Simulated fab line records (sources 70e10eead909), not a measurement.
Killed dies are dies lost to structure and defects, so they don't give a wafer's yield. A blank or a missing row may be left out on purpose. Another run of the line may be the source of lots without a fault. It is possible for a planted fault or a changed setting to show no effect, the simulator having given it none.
Matching of chambers + flow nand-harc + rie-diel-03 running NHARC_A_WL_FILL_STRIP_29: 4 sister chambers
The step strips in O2, time 20 s. 14 wafers are shown with their chamber, then 7 later ones without.

== EACH WAFER AND ITS CHAMBER ==
| wafer  | chamber | showerhead-plenum-p-Torr (Torr) | drypump-motor-current-A (A) | rf-vpp-V (V) |
|--------|---------|---------------------------------|-----------------------------|--------------|
| L076.1 | 0       | 3.47                            | 5.03                        | 57.6         |
| L076.2 | 1       | 3.30                            | 5.76                        | 58.1         |
| L076.5 | 0       | 3.47                            | 5.01                        | 56.9         |
| L077.1 | 0       | 3.47                            | 5.02                        | 58.2         |
| L077.3 | 2       | 3.30                            | 5.38                        | 55.8         |
| L077.4 | 1       | 3.30                            | 5.74                        | 58.1         |
| L080.3 | 1       | 3.30                            | 5.75                        | 56.0         |
| L080.4 | 2       | 3.30                            | 5.36                        | 57.1         |
| L080.5 | 0       | 3.46                            | 5.02                        | 57.9         |
| L086.2 | 0       | 3.46                            | 5.04                        | 57.2         |
| L086.5 | 2       | 3.30                            | 5.38                        | 55.9         |
| L086.6 | 3       | 3.64                            | 5.49                        | 58.3         |
| L085.1 | 2       | 3.30                            | 5.35                        | 56.7         |
| L085.4 | 3       | 3.64                            | 5.48                        | 59.0         |

SIGNATURES, as means of the wafers listed above
| reading                  | chamber 0 | chamber 1 | chamber 2 | chamber 3 | scatter within a chamber |
|--------------------------|-----------|-----------|-----------|-----------|--------------------------|
| showerhead-plenum-p-Torr | 3.4660    | 3.3000    | 3.3000    | 3.6400    | 0.00346                  |
| drypump-motor-current-A  | 5.0240    | 5.7500    | 5.3675    | 5.4850    | 0.012                    |
| rf-vpp-V                 | 57.560    | 57.400    | 56.375    | 58.650    | 0.739                    |
Rule: a wafer lies at a distance from a chamber equal to the root of the sum of squares, over the readings, of (its reading less the chamber's mean, divided by the reading's scatter). If the next closest chamber is less than 2 further off than the closest, the wafer can't be placed; otherwise it belongs to the closest. The scatter: take each reading less its chamber's mean, square it, sum over the shown wafers, divide by the number of wafers less the number of chambers, and take the root.

== WAFERS WITH NO CHAMBER GIVEN ==
| wafer  | showerhead-plenum-p-Torr (Torr) | drypump-motor-current-A (A) | rf-vpp-V (V) |
|--------|---------------------------------|-----------------------------|--------------|
| L085.6 | 3.30                            | 5.75                        | 56.5         |
| L089.3 | 3.30                            | 5.36                        | 57.1         |
| L089.4 | 3.64                            | 5.42                        | 59.8         |
| L089.6 | 3.30                            | 5.73                        | 56.9         |
| L094.1 | 3.29                            | 5.37                        | 57.2         |
| L094.4 | 3.30                            | 5.73                        | 57.4         |
| L094.5 | 3.64                            | 5.44                        | 56.5         |

== WHICH CHAMBER EACH ONE RAN IN ==
| wafer  | from the rows above | in truth |
|--------|---------------------|----------|
| L085.6 | 1                   | 1        |
| L089.3 | 2                   | 2        |
| L089.4 | 3                   | 3        |
| L089.6 | 1                   | 1        |
| L094.1 | 2                   | 2        |
| L094.4 | 1                   | 1        |
| L094.5 | 3                   | 3        |
7 of 7 placed correctly. From these rows, 0 cannot be placed. Wrongly placed: 0.
